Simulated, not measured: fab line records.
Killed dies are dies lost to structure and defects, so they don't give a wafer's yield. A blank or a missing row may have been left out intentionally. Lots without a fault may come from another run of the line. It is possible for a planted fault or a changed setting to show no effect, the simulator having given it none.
What tool caused it? || flow n5Finfet || route of 1938 steps, sampled at 1 step: 7 lots, 21 wafers

== WHAT THE GAUGES SHOWED, per wafer ==
N5_BEOL_M12_THK_MEAS_50: measures by xrf.
{"lot": "L490", "measured": "day 11 10:03", "on": "filmMetro-02", "M12_THK (nm)": "328 319 318"}
{"lot": "L493", "measured": "day 12 06:31", "on": "filmMetro-01", "M12_THK (nm)": "320 325 329"}
{"lot": "L496", "measured": "day 12 23:54", "on": "filmMetro-02", "M12_THK (nm)": "318 323 327"}
{"lot": "L498", "measured": "day 13 07:40", "on": "filmMetro-01", "M12_THK (nm)": "319 319 324"}
{"lot": "L505", "measured": "day 15 11:54", "on": "filmMetro-02", "M12_THK (nm)": "316 323 327"}
{"lot": "L509", "measured": "day 16 02:19", "on": "filmMetro-01", "M12_THK (nm)": "316 317 319"}
{"lot": "L510", "measured": "day 16 22:30", "on": "filmMetro-01", "M12_THK (nm)": "317 326 318"}

== WHAT TOOL EACH LOT RAN ON (gives the tool, then ch and the chambers of the sampled wafers, and finally the start) ==
The record shows no process step preceding these readings.

== THE ANSWER, worked out from the rows above alone ==
Rule: usual is defined by the lots themselves. Put in order of their means at a reading, lots are off if they are a third of the lots or fewer, leave a main group of 4 or more, and stand apart from it by a gap of 3 or more times the standard deviation of the main group's means; of several such gaps the widest counts. If all means in a main group match to the digits the tables above print for the reading, that group is not used. A lot without any number at a reading at which 4 lots or more have one is off too. The other lots that the step has rows for count as sound.
Across all readings shown, no lot is off: no conclusion can be drawn from this.

== WHAT THE SIMULATOR HAD PUT IN ==
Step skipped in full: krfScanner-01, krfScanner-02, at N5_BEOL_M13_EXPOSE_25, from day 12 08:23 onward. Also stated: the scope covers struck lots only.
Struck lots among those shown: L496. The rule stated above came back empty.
